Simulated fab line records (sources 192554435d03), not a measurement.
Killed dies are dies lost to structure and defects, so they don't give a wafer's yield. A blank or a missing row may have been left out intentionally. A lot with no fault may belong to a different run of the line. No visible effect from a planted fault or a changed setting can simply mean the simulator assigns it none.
Matching of chambers ; flow n5 finfet ; cvd co-01 running N5_BEOL_M5_CO_CAP_78: 3 sister chambers
The step material Co, precursor CCTBA/H2, target thk 2 nm, time 102.1 s. 3 wafers are shown with their chamber, then 7 later ones without.

## EACH WAFER AND ITS CHAMBER
wafer;chamber;heater power w (W)
L816.4;0;215
L818.3;2;224
L818.4;1;225

## WAFERS MISSING THEIR CHAMBER
wafer;heater power w (W)
L818.5;231
L822.2;211
L822.4;228
L822.5;207
L821.1;235
L821.3;231
L821.6;226

## EACH ONE'S CHAMBER
wafer;from the rows above;in truth
L818.5;can't be placed: 1 or 2 or 0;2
L822.2;can't be placed: 0 or 2 or 1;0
L822.4;can't be placed: 1 or 2 or 0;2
L822.5;can't be placed: 0 or 2 or 1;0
L821.1;can't be placed: 1 or 2 or 0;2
L821.3;can't be placed: 1 or 2 or 0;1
L821.6;can't be placed: 1 or 2 or 0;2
Correct placement for 0 of the 7. From these rows, 7 cannot be placed; in 7 the true chamber is one of the candidates. Number placed wrongly: 0.
How it was worked out, from the rows above alone: a wafer's distance from a chamber is the root of the sum, over the readings, of the square of ((its reading less the chamber's mean) divided by the reading's scatter). The wafer belongs to the nearest chamber; if the next one is less than 2 further off, it can't be placed. For every chamber, the mean is computed from those of its wafers that are shown. The scatter: root of mean squared gap, hidden wafer to nearest shown wafer, with one shown wafer a chamber.
